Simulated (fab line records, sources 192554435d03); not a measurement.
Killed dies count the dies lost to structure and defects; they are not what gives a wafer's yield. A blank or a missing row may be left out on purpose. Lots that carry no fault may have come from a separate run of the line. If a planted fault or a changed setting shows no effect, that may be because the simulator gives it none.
Which tool did it? -- flow n5_finfet -- 35 wafers from 12 lots sampled at 3 of the route's 1938 steps

== WHAT THE GAUGES READ, wafer by wafer ==
N5_BEOL_M8_CD_MEAS_28: the cd target is 40 nm. Usual: 40.08 nm for cd_nm, sd 0.23.
lot,measured,on,cd_nm (nm),flag
L136,day 9 22:01,cd_sem-03,40.14 39.84 39.78,
L135,day 10 16:50,cd_sem-02,40.09 40.23 40.27,
L142,day 11 09:59,cd_sem-03,39.66 39.95 40.12,
L141,day 11 17:38,cd_sem-03,40.05 40.16 40.13,
L143,day 11 17:48,cd_sem-01,40.16 40.11 40.07,
L145,day 12 21:04,cd_sem-03,40.04 40.14 41.00,
L146,day 13 04:38,cd_sem-01,39.51 40.12 39.73,
L147,day 13 04:47,cd_sem-02,40.08 40.25 39.90,
L149,day 13 10:39,cd_sem-01,39.74 39.80,
L151,day 13 15:10,cd_sem-03,40.36 39.95 40.08,
L155,day 14 16:34,cd_sem-03,39.63 40.09 39.82,
L157,day 15 11:52,cd_sem-02,40.23 40.15 40.15,

N5_BEOL_M8_OVL_MEAS_29. Usual: for V7_OVL the level is -0.1 nm and the standard deviation is 0.74.
lot,measured,on,V7_OVL (nm),flag
L136,day 9 22:02,overlay-02,-0.1 0.0 -0.3,
L135,day 10 16:53,overlay-02,-0.1 0.3 -0.9,
L142,day 11 10:01,overlay-02,0.3 0.7 -0.7,
L141,day 11 17:40,overlay-02,-0.6 -0.7 -0.7,
L143,day 11 17:50,overlay-02,-0.9 -1.9 -0.2,
L145,day 12 21:06,overlay-02,0.5 -1.6 0.3,
L146,day 13 04:40,overlay-01,0.4 0.9 -0.8,
L147,day 13 04:50,overlay-02,-0.2 1.2 0.5,
L149,day 13 10:42,overlay-01,1.1 0.9,
L151,day 13 15:12,overlay-01,0.3 0.7 -0.4,
L155,day 14 16:37,overlay-01,0.6 -0.5 0.4,
L157,day 15 11:53,overlay-01,-0.9 -0.4 -1.3,

== EACH LOT AND THE TOOL THAT RAN IT (in order: tool; ch and the chambers of the sampled wafers; start) ==
lot,N5_BEOL_M8_STRIP_67
L136,"rie_diel-04 ch 1,2, day 9 20:43"
L135,"rie_diel-04 ch 0,1,2, day 10 15:10"
L142,"rie_diel-03 ch 0,2, day 11 08:54"
L141,"rie_diel-04 ch 2,3, day 11 16:31"
L143,"rie_diel-01 ch 1,2,3, day 11 16:41"
L145,"rie_diel-04 ch 1,2,3, day 12 17:05"
L146,"rie_diel-03 ch 1,2,3, day 13 03:45"
L147,"rie_diel-03 ch 1,2,3, day 13 04:01"
L149,"rie_diel-04 ch 0,2, day 13 09:47"
L151,"rie_diel-04 ch 1,2,3, day 13 14:34"
L155,"rie_diel-03 ch 2,3, day 14 16:02"
L157,"rie_diel-03 ch 0,1,3, day 15 11:07"
- N5_BEOL_M8_STRIP_67: strips in CF4.

== WHAT THE TOOLS THEMSELVES READ (means of the sampled wafers that have a number; where no wafer has one, the mark that the record gives instead) ==
N5_BEOL_M8_STRIP_67. Usual: drypump_motor_current_A 5.6 A, standard deviation 0.4; oes_product_au 0.80 a.u., standard deviation 0.08; rf_vpp_V 270.7 V, standard deviation 1.4; showerhead_plenum_p_Torr 1.77 Torr, standard deviation 0.037; throttle_valve_pct 13.49 %, standard deviation 0.26.
lot,tool,drypump_motor_current_A (A),oes_product_au (a.u.),rf_vpp_V (V),showerhead_plenum_p_Torr (Torr),throttle_valve_pct (%),flag
L136,rie_diel-04,5.5,0.82,270.8,1.74,13.33,
L135,rie_diel-04,5.7,0.79,269.4,1.75,13.52,
L142,rie_diel-03,6.1,0.76,272.0,1.80,13.62,
L141,rie_diel-04,5.1,0.76,269.4,1.72,13.55,
L143,rie_diel-01,5.7,0.80,271.3,1.80,13.37,
L145,rie_diel-04,5.3,0.79,270.3,1.73,13.51,
L146,rie_diel-03,5.4,0.88,272.1,1.79,13.33,
L147,rie_diel-03,5.4,0.86,270.9,1.79,13.33,
L149,rie_diel-04,5.8,0.87,269.6,1.75,13.32,
L151,rie_diel-04,5.3,0.78,269.5,1.72,13.54,
L155,rie_diel-03,5.5,0.88,270.7,1.76,13.43,
L157,rie_diel-03,5.6,0.80,271.1,1.77,13.64,

== THE ANSWER, worked out from the rows above alone ==
Rule: a lot counts as off when the mean over its wafers that have a number is more than 3 standard deviations away from the usual mean. A lot without any number at a reading at which 4 lots or more have one is off too. The other lots that the step has rows for count as sound. After the gauges, taken in route order, come the tools' own readings; for these a lot's mean is taken, as printed above. The first step at which some lot is off is used, and at that step the reading that is off furthest; a lot without a number counts as furthest.
No lot is off at any reading shown: from this, nothing can be told.

== WHAT WAS PUT IN BY THE SIMULATOR ==
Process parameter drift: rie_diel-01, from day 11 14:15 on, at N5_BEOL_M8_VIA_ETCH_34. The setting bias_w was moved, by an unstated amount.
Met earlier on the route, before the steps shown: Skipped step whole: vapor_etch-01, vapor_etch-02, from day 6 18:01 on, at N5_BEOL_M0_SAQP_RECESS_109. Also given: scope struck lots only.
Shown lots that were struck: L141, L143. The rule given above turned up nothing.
